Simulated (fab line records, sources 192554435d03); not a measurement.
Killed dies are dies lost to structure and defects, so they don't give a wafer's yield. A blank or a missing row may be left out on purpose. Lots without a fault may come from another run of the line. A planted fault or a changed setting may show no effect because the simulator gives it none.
fab line records | flow n5_finfet | part 1 of 2: steps 1 to 4 of 6
record lots=23 wafers=69 last_day=19
route steps=1938 shown BEOL_M7@1301 BEOL_M8@1368
lots that met no fault: from a run of the same line without faults
start_h: hours from the record's first day to the start of the lot's first wafer shown | wait_h: hours since the lot's step before | " the same as in the row above | L1.1+2: a row that stands for several wafers | - no value, or no start given | * or withheld: withheld | < > ~ a bound
route shown NAME@n: a module of which the file shows steps, and the number in the route of the first | usual: mean/standard deviation of fault-free wafers | same: alike in all rows | chamber/n: place in a boat | sites: the reading at each site | _std_site: their standard deviation | _edge_site: outer sites' mean less inner sites' | radius_mm: how far each site lies from the wafer's centre | mask NAME#n: copy n | behind: the tool/chamber that last shaped the wafer | hold: why the lot was held/for how many hours/how that ended | device: the transistor (n, p or np) that didn't switch | end of line: the same wafers' tests at the end of the route | a step without rows: its recipe alone | killed: dies lost to structure and defects at the first sort, not the wafer's yield | map: a wafer's dies, x killed, . not, _ none there
set.NAME: the setting as run; set.NAME@STEP: as run at that earlier step | model.NAME: the simulator's own value behind a step, which no gauge read
steps of the route over a sample of lots; a table a step, a row a wafer
services: from which hour (start_h, from the record's first day; less than 0 if before it) a tool's chamber was out of use, for how many hours, and why
## steps
# step N5_BEOL_M7_ETCH_65
# recipe chemistry=CF4 target=SiARC target_depth_a=156 mask_material=CAR-EUV time_s=26 ion_energy_ev=80 pressure_mtorr=40 source_w=545 bias_w=36 Ar_flow_sccm=100 cf4_flow_sccm=100 ends=cleared
# usual drypump_motor_current_A=5.8/0.51 etch_rf_on_time_s=26.1/0.72 oes_product_au=0.65/0.065 rf_vpp_V=183.9/1.1 showerhead_plenum_p_Torr=2.13/0.064 throttle_valve_pct=15.69/0.27
# columns lot.wafer tool chamber start_h wait_h drypump_motor_current_A etch_rf_on_time_s oes_product_au rf_hours_counter_h rf_vpp_V showerhead_plenum_p_Torr throttle_valve_pct
L074.3 rie_diel-01 0 227.66 0.0 6.1 26.3 0.77 12 182.9 2.10 15.13
L074.5 " 3 " " 6.2 24.5 0.65 - 185.8 2.22 15.45
L074.6 " 0 " " 6.2 26.2 0.77 - 183.7 2.10 15.12
L075.2 rie_diel-04 1 231.44 0.0 6.1 26.2 0.66 135 182.7 2.06 15.92
L075.3 " 0 " " 5.9 26.7 0.58 227 183.4 2.20 15.53
L075.5 " 3 " " 5.9 26.1 0.62 - 184.6 2.12 15.77
L076.1 rie_diel-01 0 231.88 0.0 6.2 26.3 0.77 14 183.1 2.10 15.14
L076.2 " 1 " " 6.2 26.1 0.60 204 183.6 2.05 15.88
L076.6 " 1 " " 6.2 26.2 0.60 - 183.1 2.05 15.88
L077.1 rie_diel-04 0 240.60 0.0 5.9 26.2 0.58 230 185.4 2.20 15.56
L077.2 " 2 " " 5.2 25.4 0.79 14 182.8 2.11 15.40
L077.6 " 0 " " 5.9 26.5 0.58 - 182.9 2.20 15.54
L078.1 rie_diel-03 1 247.42 0.0 6.1 27.0 0.60 214 184.2 2.20 15.83
L078.3 " 3 " " 6.3 25.1 0.71 82 183.6 2.08 15.48
L078.4 " 0 " " 5.0 25.8 0.61 174 183.8 2.13 15.91
L080.3 rie_diel-04 1 262.37 0.0 6.1 26.4 0.66 144 181.9 2.06 15.92
L080.5 " 2 " " 5.3 25.5 0.78 - 183.8 2.11 15.42
L080.6 " 1 " " 6.1 26.5 0.65 - 182.5 2.05 15.92
L079.1 rie_diel-01 2 264.19 0.0 5.7 26.3 0.63 190 184.1 2.21 15.80
L079.3 " 3 " " 6.2 24.6 0.64 194 185.2 2.22 15.48
L079.6 " 2 " " 5.7 26.6 0.64 - 185.0 2.21 15.80
L081.1 rie_diel-03 3 266.61 0.0 6.4 24.9 0.72 89 183.9 2.07 15.48
L081.2 " 2 " " 4.7 27.1 0.62 172 184.4 2.22 16.02
L081.5 " 2 " " 4.7 27.1 0.62 - 184.5 2.22 16.03
L082.1 rie_diel-04 2 276.12 0.0 5.2 25.6 0.77 23 184.1 2.11 15.41
L082.2 " 3 " " 5.9 26.3 0.61 198 183.2 2.12 15.78
L082.6 " 2 " " 5.2 25.6 0.77 - 184.1 2.11 15.41
L083.1 rie_diel-03 2 276.29 0.0 4.7 27.4 0.61 176 185.8 2.22 16.02
L083.2 " 3 " " 6.4 25.2 0.70 92 182.7 2.07 15.49
L083.3 " 0 " " 5.0 26.3 0.60 184 183.2 2.13 15.94
L087.2 rie_diel-01 2 294.25 0.0 5.7 26.3 0.63 200 185.5 2.21 15.81
L087.5 " 2 " " 5.7 26.5 0.63 - 184.5 2.21 15.83
L087.6 " 3 " " 6.2 24.6 0.63 - 185.2 2.22 15.48
L085.1 rie_diel-04 1 303.50 0.0 6.1 26.4 0.64 157 182.1 2.05 15.96
L085.3 " 3 " " 6.0 26.4 0.61 206 183.8 2.11 15.81
L085.6 " 2 " " 5.2 25.5 0.76 - 183.7 2.10 15.44
L086.1 rie_diel-03 0 309.21 0.0 5.0 26.1 0.60 195 184.4 2.13 15.96
L086.3 " 2 " " 4.7 26.7 0.62 186 186.0 2.21 16.05
L086.5 " 0 " " 5.0 26.1 0.59 - 184.1 2.13 15.94
L089.1 rie_diel-01 0 310.95 0.0 6.1 26.4 0.73 38 181.4 2.09 15.20
L089.3 " 3 " " 6.2 24.6 0.63 208 185.1 2.21 15.51
L089.6 " 3 " " 6.2 24.6 0.63 - 185.5 2.21 15.50
L091.1 rie_diel-01 2 316.66 0.0 5.7 26.6 0.63 208 185.9 2.20 15.84
L091.4 " 3 " " 6.2 24.6 0.63 210 185.5 2.21 15.51
L091.6 " 1 " " 6.3 26.4 0.59 - 182.1 2.04 15.93
L088.3 rie_diel-04 3 317.11 0.0 5.9 25.8 0.61 212 184.2 2.11 15.83
L088.5 " 3 " " 5.9 26.0 0.61 - 183.5 2.11 15.82
L088.6 " 2 " " 5.2 25.1 0.76 - 183.7 2.10 15.44
L092.2 rie_diel-01 3 318.87 0.0 6.2 25.2 0.62 210 186.8 2.21 15.51
L092.3 " 2 " " 5.7 26.5 0.62 209 185.4 2.20 15.84
L092.6 " 0 " " 6.1 26.8 0.71 - 183.9 2.09 15.19
L090.1 rie_diel-03 3 333.12 0.0 6.4 24.9 0.70 111 183.5 2.07 15.53
L090.3 " 1 " " 6.1 27.0 0.59 236 184.7 2.19 15.88
L090.5 " 2 " " 4.7 26.9 0.61 - 186.3 2.21 16.07
L095.1 rie_diel-03 3 344.81 0.0 6.4 25.0 0.69 116 183.2 2.06 15.54
L095.4 " 2 " " 4.7 26.8 0.61 - 184.9 2.21 16.08
L095.6 " 3 " " 6.4 24.8 0.69 - 183.1 2.06 15.55
L093.1 rie_diel-01 2 345.14 0.0 5.7 26.2 0.62 216 183.7 2.20 15.86
L093.3 " 0 " " 6.1 26.3 0.71 49 183.5 2.09 15.21
L093.5 " 1 " " 6.3 25.8 0.58 - 182.4 2.04 15.94
L094.1 rie_diel-03 1 354.54 0.0 6.1 27.3 0.58 243 184.0 2.19 15.86
L094.2 " 0 " " 5.0 26.3 0.59 206 184.1 2.12 15.97
L094.5 " 1 " " 6.1 27.1 0.59 - 185.2 2.19 15.87
L097.1 rie_diel-04 1 378.77 0.0 6.1 26.3 0.63 180 183.4 2.04 16.00
L097.3 " 2 " " 5.3 25.6 0.72 58 182.8 2.10 15.48
L097.6 " 1 " " 6.0 26.5 0.62 - 184.5 2.04 16.01
L096.1 rie_diel-04 0 379.17 0.0 5.9 25.5 0.80 11 185.4 2.19 15.07
L096.3 " 2 " " 5.2 25.7 0.72 58 183.4 2.10 15.48
L096.4 " 3 " " 5.9 26.3 0.59 232 184.2 2.10 15.87
# step N5_BEOL_M7_TRENCH_ETCH_37
# recipe chemistry=C4F6/O2 target_depth_a=934.78 target=SiCOH_lowk time_s=31.2 ion_energy_ev=250 pressure_mtorr=30 source_w=345 bias_w=185 Ar_flow_sccm=300 C4F6_flow_sccm=10 O2_flow_sccm=10
# usual drypump_motor_current_A=5.8/0.51 oes_product_au=0.76/0.077 rf_vpp_V=669/9.5 showerhead_plenum_p_Torr=2.84/0.089 throttle_valve_pct=21.04/0.27
# columns lot.wafer tool chamber start_h wait_h drypump_motor_current_A oes_product_au rf_hours_counter_h rf_vpp_V showerhead_plenum_p_Torr throttle_valve_pct
L074.3 rie_diel-01 0 - - 6.1 0.90 13 681 2.80 20.48
L074.5 " 3 " " 6.2 0.75 - 666 2.95 20.74
L074.6 " 0 " " 6.1 0.91 - 681 2.80 20.47
L075.2 rie_diel-04 1 - - 6.1 0.78 135 667 2.73 21.22
L075.3 " 0 " " 5.9 0.69 227 680 2.95 20.91
L075.5 " 3 " " 6.0 0.73 - 680 2.84 21.17
L076.1 rie_diel-01 0 - - 6.1 0.91 14 681 2.80 20.47
L076.2 " 1 " " 6.2 0.69 204 668 2.72 21.16
L076.6 " 1 " " 6.2 0.70 - 670 2.72 21.17
L077.1 rie_diel-04 0 - - 5.9 0.67 230 682 2.95 20.91
L077.2 " 2 " " 5.2 0.91 14 665 2.81 20.80
L077.6 " 0 " " 5.9 0.67 - 680 2.95 20.92
L078.1 rie_diel-03 1 - - 6.1 0.71 214 685 2.93 21.12
L078.3 " 3 " " 6.4 0.83 82 667 2.77 20.86
L078.4 " 0 " " 5.0 0.71 174 656 2.85 21.34
L080.3 rie_diel-04 1 - - 6.1 0.75 144 666 2.73 21.23
L080.5 " 2 " " 5.3 0.91 - 664 2.81 20.83
L080.6 " 1 " " 6.2 0.76 - 665 2.73 21.25
L079.1 rie_diel-01 2 - - 5.7 0.74 190 650 2.95 21.22
L079.3 " 3 " " 6.2 0.75 194 667 2.95 20.75
L079.6 " 2 " " 5.7 0.74 - 649 2.96 21.20
L081.1 rie_diel-03 3 - - 6.4 0.83 89 666 2.76 20.88
L081.2 " 2 " " 4.7 0.72 173 667 2.95 21.37
L081.5 " 2 " " 4.7 0.74 - 668 2.96 21.38
L082.1 rie_diel-04 2 - - 5.2 0.90 23 664 2.81 20.84
L082.2 " 3 " " 6.0 0.72 198 679 2.83 21.18
L082.6 " 2 " " 5.2 0.91 - 665 2.81 20.84
L083.1 rie_diel-03 2 - - 4.7 0.73 176 667 2.95 21.39
L083.2 " 3 " " 6.3 0.82 92 668 2.76 20.87
L083.3 " 0 " " 5.0 0.70 184 656 2.85 21.38
L087.2 rie_diel-01 2 - - 5.7 0.73 200 649 2.95 21.22
L087.5 " 2 " " 5.7 0.72 - 651 2.95 21.22
L087.6 " 3 " " 6.2 0.74 - 665 2.94 20.78
L085.1 rie_diel-04 1 - - 6.1 0.75 157 667 2.72 21.24
L085.3 " 3 " " 5.9 0.72 206 680 2.83 21.18
L085.6 " 2 " " 5.2 0.89 - 667 2.80 20.84
L086.1 rie_diel-03 0 - - 5.0 0.70 195 656 2.84 21.40
L086.3 " 2 " " 4.7 0.72 186 667 2.95 21.39
L086.5 " 0 " " 5.0 0.69 - 654 2.84 21.39
L089.1 rie_diel-01 0 - - 6.1 0.85 38 680 2.79 20.49
L089.3 " 3 " " 6.2 0.73 208 665 2.94 20.78
L089.6 " 3 " " 6.2 0.72 - 665 2.94 20.78
L091.1 rie_diel-01 2 - - 5.7 0.72 208 649 2.95 21.25
L091.4 " 3 " " 6.2 0.73 210 666 2.94 20.78
L091.6 " 1 " " 6.2 0.67 - 669 2.70 21.21
L088.3 rie_diel-04 3 - - 5.9 0.71 212 680 2.83 21.20
L088.5 " 3 " " 6.0 0.72 - 680 2.83 21.20
L088.6 " 2 " " 5.2 0.89 - 664 2.80 20.87
L092.2 rie_diel-01 3 - - 6.2 0.72 210 666 2.94 20.78
L092.3 " 2 " " 5.7 0.72 209 649 2.95 21.23
L092.6 " 0 " " 6.2 0.84 - 681 2.79 20.53
L090.1 rie_diel-03 3 - - 6.4 0.81 112 666 2.75 20.90
L090.3 " 1 " " 6.1 0.70 236 683 2.92 21.11
L090.5 " 2 " " 4.7 0.72 - 667 2.94 21.43
L095.1 rie_diel-03 3 - - 6.4 0.79 116 667 2.75 20.91
L095.4 " 2 " " 4.7 0.70 - 667 2.94 21.42
L095.6 " 3 " " 6.4 0.79 - 668 2.75 20.90
L093.1 rie_diel-01 2 - - 5.7 0.71 216 649 2.94 21.25
L093.3 " 0 " " 6.1 0.84 49 680 2.78 20.53
L093.5 " 1 " " 6.3 0.68 - 670 2.70 21.22
L094.1 rie_diel-03 1 - - 6.1 0.68 243 685 2.92 21.14
L094.2 " 0 " " 5.0 0.69 206 657 2.84 21.41
L094.5 " 1 " " 6.1 0.69 - 684 2.92 21.13
L097.1 rie_diel-04 1 - - 6.1 0.72 180 667 2.71 21.29
L097.3 " 2 " " 5.2 0.83 58 665 2.79 20.89
L097.6 " 1 " " 6.1 0.72 - 667 2.71 21.27
L096.1 rie_diel-04 0 - - 5.9 0.94 11 680 2.93 20.50
L096.3 " 2 " " 5.3 0.83 58 665 2.79 20.89
L096.4 " 3 " " 6.0 0.69 232 681 2.82 21.22
# step N5_BEOL_M7_OCD_MEAS_38
# usual trench_depth_nm=93.0/2.1
# columns lot.wafer tool chamber start_h wait_h trench_depth_nm
L074.3 ocd-02 - 228.04 - 94.1
L074.5 " - " " 96.6
L074.6 " - " " 94.2
L075.2 ocd-01 - 231.82 - 93.9
L075.3 " - " " 93.4
L075.5 " - " " 94.6
L076.1 ocd-02 - 232.26 - 94.1
L076.2 " - " " 92.2
L076.6 " - " " 93.4
L077.1 ocd-01 - 240.99 - 91.2
L077.2 " - " " 93.9
L077.6 " - " " 91.0
L078.1 ocd-01 - 247.80 - 91.0
L078.3 " - " " 95.8
L078.4 " - " " 92.8
L080.3 ocd-01 - 262.75 - 91.4
L080.5 " - " " 94.6
L080.6 " - " " 91.5
L079.1 ocd-01 - 264.57 - 91.5
L079.3 " - " " 97.0
L079.6 " - " " 92.3
L081.1 ocd-01 - 266.99 - 95.1
L081.2 " - " " 89.1
L081.5 " - " " 90.8
L082.1 ocd-02 - 276.50 - 93.8
L082.2 " - " " 93.5
L082.6 " - " " 95.1
L083.1 ocd-01 - 276.67 - 91.0
L083.2 " - " " 95.1
L083.3 " - " " 93.0
L087.2 ocd-01 - 294.63 - 90.8
L087.5 " - " " 90.8
L087.6 " - " " 96.8
L085.1 ocd-02 - 303.88 - 91.6
L085.3 " - " " 93.2
L085.6 " - " " 94.8
L086.1 ocd-01 - 309.59 - 92.6
L086.3 " - " " 89.9
L086.5 " - " " 91.0
L089.1 ocd-01 - 311.33 - 92.6
L089.3 " - " " 94.4
L089.6 " - " " 95.3
L091.1 ocd-02 - 317.03 - 90.3
L091.4 " - " " 96.0
L091.6 " - " " 92.3
L088.3 ocd-01 - 317.49 - 94.5
L088.5 " - " " 94.9
L088.6 " - " " 97.2
L092.2 ocd-01 - 319.25 - 95.1
L092.3 " - " " 90.0
L092.6 " - " " 93.7
L090.1 ocd-02 - 333.50 - 96.0
L090.3 " - " " 90.7
L090.5 " - " " 92.0
L095.1 ocd-02 - 345.19 - 94.1
L095.4 " - " " 90.0
L095.6 " - " " 94.0
L093.1 ocd-02 - 345.52 - 90.6
L093.3 " - " " 93.7
L093.5 " - " " 93.0
L094.1 ocd-01 - 354.91 - 90.2
L094.2 " - " " 92.9
L094.5 " - " " 90.9
L097.1 ocd-02 - 379.15 - 89.6
L097.3 " - " " 92.9
L097.6 " - " " 89.9
L096.1 ocd-02 - 379.55 - 95.5
L096.3 " - " " 92.9
L096.4 " - " " 92.5
# step N5_BEOL_M7_THK_MEAS_53
# recipe thk_meas_gauge=xrf reads=Cu_of_BEOL_M7_ECD_50
# usual M7_THK=78.6/2.4
# columns lot.wafer tool chamber start_h wait_h M7_THK[nm]
L074.3 film_metro-01 - 232.49 - 81.3
L074.5 " - " " 83.4
L074.6 " - " " 81.0
L075.2 film_metro-02 - 235.71 - 79.1
L075.3 " - " " 79.7
L075.5 " - " " 80.7
L076.1 film_metro-02 - 237.42 - 80.1
L076.2 " - " " 77.2
L076.6 " - " " 78.6
L077.1 film_metro-02 - 245.24 - 76.2
L077.2 " - " " 77.8
L077.6 " - " " 75.7
L078.1 film_metro-02 - 253.48 - 76.1
L078.3 " - " " 81.3
L078.4 " - " " 78.8
L080.3 film_metro-01 - 265.78 - 76.7
L080.5 " - " " 79.9
L080.6 " - " " 75.3
L079.1 film_metro-01 - 268.78 - 76.9
L079.3 " - " " 82.8
L079.6 " - " " 79.5
L081.1 film_metro-02 - 269.59 - 82.7
L081.2 " - " " 76.4
L081.5 " - " " 78.0
L082.1 film_metro-02 - 278.90 - 78.2
L082.2 " - " " 76.8
L082.6 " - " " 78.5
L083.1 film_metro-01 - 280.91 - 76.0
L083.2 " - " " 80.6
L083.3 " - " " 77.1
L087.2 film_metro-01 - 297.46 - 79.3
L087.5 " - " " 77.9
L087.6 " - " " 85.1
L085.1 film_metro-01 - 306.35 - 76.7
L085.3 " - " " 79.4
L085.6 " - " " 80.0
L086.1 film_metro-01 - 311.91 - 76.0
L086.3 " - " " 76.0
L086.5 " - " " 77.5
L089.1 film_metro-01 - 313.57 - 77.2
L089.3 " - " " 79.0
L089.6 " - " " 80.0
L091.1 film_metro-01 - 319.69 - 76.1
L091.4 " - " " 83.1
L091.6 " - " " 78.4
L088.3 film_metro-02 - 320.50 - 78.8
L088.5 " - " " 83.3
L088.6 " - " " 82.3
L092.2 film_metro-02 - 321.58 - 81.0
L092.3 " - " " 76.5
L092.6 " - " " 79.3
L090.1 film_metro-01 - 335.93 - 83.5
L090.3 " - " " 79.2
L090.5 " - " " 77.9
L095.1 film_metro-02 - 347.83 - 78.2
L095.4 " - " " 74.9
L095.6 " - " " 78.7
L093.1 film_metro-02 - 348.10 - 74.6
L093.3 " - " " 78.8
L093.5 " - " " 79.2
L094.1 film_metro-01 - 357.88 - 75.6
L094.2 " - " " 78.8
L094.5 " - " " 77.4
L097.1 film_metro-01 - 382.57 - 75.3
L097.3 " - " " 78.3
L097.6 " - " " 75.8
L096.1 film_metro-01 - 383.02 - 81.2
L096.3 " - " " 77.4
L096.4 " - " " 78.2
